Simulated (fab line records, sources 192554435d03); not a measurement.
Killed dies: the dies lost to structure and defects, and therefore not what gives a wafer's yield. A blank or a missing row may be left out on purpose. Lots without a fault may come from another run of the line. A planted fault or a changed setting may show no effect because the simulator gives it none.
One fault through the eyes of 2 desks	flow n5-finfet	each desk has only its own numbers; what lay behind them comes last

## FROM THE METROLOGY DESK
Lot by lot, what the gauges showed, no matter which tool ran the lot: averages of those sampled wafers that carry a number. If a lot's mean is further than 4 standard deviations from the usual mean, the lot is out of limits and carries the mark OUT (the distance appears in the brackets). Readings shown: 7 of its 11, picked as those furthest out on some lot.
Columns: A = M2_ILD_THK at N5_BEOL_M2_THK_MEAS_01, usual 79.1 nm; B = DIBL_N at N5_BEOL_M4_RC_MEAS_101, usual 36.2 mV/V; C = DIBL_P at N5_BEOL_M4_RC_MEAS_101, usual 36.5 mV/V; D = IOFF_N at N5_BEOL_M4_RC_MEAS_101, usual 0.158 nA/um; E = SS_N at N5_BEOL_M4_RC_MEAS_101, usual 71.5 mV/dec; F = SS_P at N5_BEOL_M4_RC_MEAS_101, usual 73.4 mV/dec; G = VT_P at N5_BEOL_M4_RC_MEAS_101, usual -250 mV
lot	first seen here	A	B	C	D	E	F	G
L579	day 7 02:43	79.9	34.5	34.4	0.128	71.2	72.8	-254
L582	day 7 14:14	81.4	37.4	36.5	0.154	71.0	73.6	-252
L583	day 8 00:35	80.7	38.5	38.5	0.180	71.6	74.1	-251
L592	day 10 19:14	79.5	36.7	37.1	0.166	71.5	73.0	-250
L593	day 10 21:41	79.9	35.7	35.3	0.140	71.0	72.9	-253
L594	day 10 23:04	79.4	36.3	37.1	0.163	72.2	73.5	-252
L596	day 11 06:44	79.7	35.7	38.1	0.163	72.2	73.8	-251
L597	day 11 15:18	78.3	37.7	36.3	0.168	72.3	73.5	-247
L600	day 12 07:53	79.7	36.9	36.8	0.179	72.2	73.7	-248
L599	day 12 08:26	80.3	34.0	34.2	0.135	70.9	73.0	-249
This desk found nothing out of limits on any of the 10 lots.

## TOOL OWNER'S DESK, pecvd-03
The tool's own readings at N5_BEOL_M2_ILD_DEP_00 (deposits SiOC from DEMS/O2, target thk 79 nm, time 15.3 s): means of the sampled wafers that have a number, for each lot that ran on this tool. If a lot's mean is further than 4 standard deviations from the usual mean, the lot is out of limits and carries the mark OUT (the distance appears in the brackets).
Columns: A = heater-power-w at N5_BEOL_M2_ILD_DEP_00, usual 485 W; B = showerhead-plenum-p-Torr at N5_BEOL_M2_ILD_DEP_00, usual 5.688 Torr; C = throttle-valve-pct at N5_BEOL_M2_ILD_DEP_00, usual 11.8 %
lot	first seen here	A	B	C
L579	day 7 02:39	437	5.693	11.3
L582	day 7 14:11	528	5.678	11.9
L583	day 8 00:32	470	5.685	11.5
L592	day 10 19:10	495	5.683	11.5
L594	day 10 23:00	527	5.680	11.9
L596	day 11 06:40	488	5.688	11.3
L600	day 12 07:50	488	5.685	11.8
L599	day 12 08:22	516	5.681	11.9
This desk found nothing out of limits on any of the 8 lots.

## TAKEN TOGETHER
Metrology desk: nothing out of limits seen.
The desk of the tool owner found nothing out of limits.

## WHAT WAS PUT IN BY THE SIMULATOR
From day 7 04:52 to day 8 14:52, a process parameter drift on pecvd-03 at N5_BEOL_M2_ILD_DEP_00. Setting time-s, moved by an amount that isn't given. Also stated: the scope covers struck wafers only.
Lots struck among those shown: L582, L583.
